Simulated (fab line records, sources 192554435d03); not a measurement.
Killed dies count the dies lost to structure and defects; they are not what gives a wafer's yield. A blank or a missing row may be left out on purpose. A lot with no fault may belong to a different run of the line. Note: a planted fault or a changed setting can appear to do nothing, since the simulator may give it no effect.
Split-lot trial || flow n5_finfet || route with 1938 steps; 7 lots, 21 wafers read

## SPLIT DETAILS
At N5_BEOL_M2_ALD_98 (deposits SiO2, target thk 2.5 nm, pulse time 1 s, co reactant pulse time 1 s), the setting ald_cycles was moved away from the recipe's 17 on 6 of the 21 wafers read, by -11.8% to +11.8%. For the rest of the wafers, this setting stayed at what the recipe calls for.

Reading taken at the split's own step.

## THE READING
SiO2_of_BEOL_M2_ALD_98.thk_nm (the simulator's own value, which no gauge read), in nm, at N5_BEOL_M2_ALD_98 (deposits SiO2, target thk 2.5 nm, pulse time 1 s, co reactant pulse time 1 s). No usual value for it is given in the file. Here, 15 wafers ran the recipe; their average is 2.5 nm with a standard deviation of 0.098 nm.

{"wafer": "L077.1", "tool, chamber at the split": "ald_sin-03, 2", "ald_cycles as run": 17, "against the recipe": "recipe", "SiO2_of_BEOL_M2_ALD_98.thk_nm, nm": 2.4, "against lot-mates on the recipe": "-"}
{"wafer": "L077.2", "tool, chamber at the split": "ald_sin-03, 0", "ald_cycles as run": 17, "against the recipe": "recipe", "SiO2_of_BEOL_M2_ALD_98.thk_nm, nm": 2.6, "against lot-mates on the recipe": "-"}
{"wafer": "L077.3", "tool, chamber at the split": "ald_sin-03, 3", "ald_cycles as run": 18, "against the recipe": "+5.9%", "SiO2_of_BEOL_M2_ALD_98.thk_nm, nm": 2.6, "against lot-mates on the recipe": "+0.1"}
{"wafer": "L078.3", "tool, chamber at the split": "ald_sin-03, 0", "ald_cycles as run": 17, "against the recipe": "recipe", "SiO2_of_BEOL_M2_ALD_98.thk_nm, nm": 2.4, "against lot-mates on the recipe": "-"}
{"wafer": "L078.4", "tool, chamber at the split": "ald_sin-03, 3,0", "ald_cycles as run": 19, "against the recipe": "+11.8%", "SiO2_of_BEOL_M2_ALD_98.thk_nm, nm": 2.8, "against lot-mates on the recipe": "+0.4"}
{"wafer": "L078.5", "tool, chamber at the split": "ald_sin-03, 3,0", "ald_cycles as run": 19, "against the recipe": "+11.8%", "SiO2_of_BEOL_M2_ALD_98.thk_nm, nm": 2.8, "against lot-mates on the recipe": "+0.4"}
{"wafer": "L079.2", "tool, chamber at the split": "ald_sin-01, 0,3", "ald_cycles as run": 17, "against the recipe": "recipe", "SiO2_of_BEOL_M2_ALD_98.thk_nm, nm": 2.4, "against lot-mates on the recipe": "-"}
{"wafer": "L079.4", "tool, chamber at the split": "ald_sin-01, 0,3", "ald_cycles as run": 17, "against the recipe": "recipe", "SiO2_of_BEOL_M2_ALD_98.thk_nm, nm": 2.4, "against lot-mates on the recipe": "-"}
{"wafer": "L079.5", "tool, chamber at the split": "ald_sin-01, 1", "ald_cycles as run": 19, "against the recipe": "+11.8%", "SiO2_of_BEOL_M2_ALD_98.thk_nm, nm": 2.8, "against lot-mates on the recipe": "+0.4"}
{"wafer": "L080.3", "tool, chamber at the split": "ald_sin-01, 3", "ald_cycles as run": 17, "against the recipe": "recipe", "SiO2_of_BEOL_M2_ALD_98.thk_nm, nm": 2.4, "against lot-mates on the recipe": "-"}
{"wafer": "L080.4", "tool, chamber at the split": "ald_sin-01, 1", "ald_cycles as run": 17, "against the recipe": "recipe", "SiO2_of_BEOL_M2_ALD_98.thk_nm, nm": 2.6, "against lot-mates on the recipe": "-"}
{"wafer": "L080.5", "tool, chamber at the split": "ald_sin-01, 1", "ald_cycles as run": 17, "against the recipe": "recipe", "SiO2_of_BEOL_M2_ALD_98.thk_nm, nm": 2.6, "against lot-mates on the recipe": "-"}
{"wafer": "L091.4", "tool, chamber at the split": "ald_sin-02, 1,2", "ald_cycles as run": 15, "against the recipe": "-11.8%", "SiO2_of_BEOL_M2_ALD_98.thk_nm, nm": 2.2, "against lot-mates on the recipe": -0.2}
{"wafer": "L091.5", "tool, chamber at the split": "ald_sin-02, 1,2", "ald_cycles as run": 15, "against the recipe": "-11.8%", "SiO2_of_BEOL_M2_ALD_98.thk_nm, nm": 2.2, "against lot-mates on the recipe": -0.2}
{"wafer": "L091.6", "tool, chamber at the split": "ald_sin-02, 1", "ald_cycles as run": 17, "against the recipe": "recipe", "SiO2_of_BEOL_M2_ALD_98.thk_nm, nm": 2.4, "against lot-mates on the recipe": "-"}
{"wafer": "L094.2", "tool, chamber at the split": "ald_sin-02, 2,1,0", "ald_cycles as run": 17, "against the recipe": "recipe", "SiO2_of_BEOL_M2_ALD_98.thk_nm, nm": 2.4, "against lot-mates on the recipe": "-"}
{"wafer": "L094.3", "tool, chamber at the split": "ald_sin-02, 2,1,0", "ald_cycles as run": 17, "against the recipe": "recipe", "SiO2_of_BEOL_M2_ALD_98.thk_nm, nm": 2.4, "against lot-mates on the recipe": "-"}
{"wafer": "L094.4", "tool, chamber at the split": "ald_sin-02, 2,1,0", "ald_cycles as run": 17, "against the recipe": "recipe", "SiO2_of_BEOL_M2_ALD_98.thk_nm, nm": 2.4, "against lot-mates on the recipe": "-"}
{"wafer": "L095.2", "tool, chamber at the split": "ald_sin-01, 0,1,1", "ald_cycles as run": 17, "against the recipe": "recipe", "SiO2_of_BEOL_M2_ALD_98.thk_nm, nm": 2.6, "against lot-mates on the recipe": "-"}
{"wafer": "L095.3", "tool, chamber at the split": "ald_sin-01, 0,1,1", "ald_cycles as run": 17, "against the recipe": "recipe", "SiO2_of_BEOL_M2_ALD_98.thk_nm, nm": 2.6, "against lot-mates on the recipe": "-"}
{"wafer": "L095.5", "tool, chamber at the split": "ald_sin-01, 0,1,1", "ald_cycles as run": 17, "against the recipe": "recipe", "SiO2_of_BEOL_M2_ALD_98.thk_nm, nm": 2.6, "against lot-mates on the recipe": "-"}
When a row names more than one chamber, that row covers several wafers, and the file does not tell which wafer ran in which chamber.

THE FIT
A straight line over all 21 wafers: SiO2_of_BEOL_M2_ALD_98.thk_nm changes by +0.0255 nm for each +1% of ald_cycles; r = +0.87; the points scatter about the line by 0.088 nm.
The same after taking each lot's own level away (the mean of its wafers on the recipe; 21 wafers): +0.0262 nm for each +1%; r = +0.92; scatter 0.069 nm.
The reading moves by 0.31 nm for the largest change in ald_cycles, on that fit.
Measured against the standard deviation above, the lots' own levels, which go from 2.40 to 2.60 nm, span 2.0 times it.
The two slopes agree, so the slope changes little with the lot-to-lot level.
Check: +0.31 nm against its lot-mates is what the line predicts for one of the wafers moved furthest among these (+11.8%) when that wafer is left out of the fit. Against them it came out at +0.4 nm.

## OTHER SPLITS APPLIED TO THESE WAFERS
Before the reading, these wafers also passed through other splits. Each is held against what the fit with the lots' levels taken away leaves over:
{"other split on the same wafers": "N5_BEOL_M0_SAQP_PECVD_04 time_s", "wafers away from the commonest value": 9, "r with SiO2_of_BEOL_M2_ALD_98.thk_nm (lot level and that fit taken away)": "+0.13"}
{"other split on the same wafers": "N5_BEOL_M1_COAT_05 spin_rpm", "wafers away from the commonest value": 8, "r with SiO2_of_BEOL_M2_ALD_98.thk_nm (lot level and that fit taken away)": -0.11}

## FILE'S OWN FIT
SiO2_of_BEOL_M2_ALD_98.thk_nm changes by +0.0275 nm for each +1% of ald_cycles, r = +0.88.
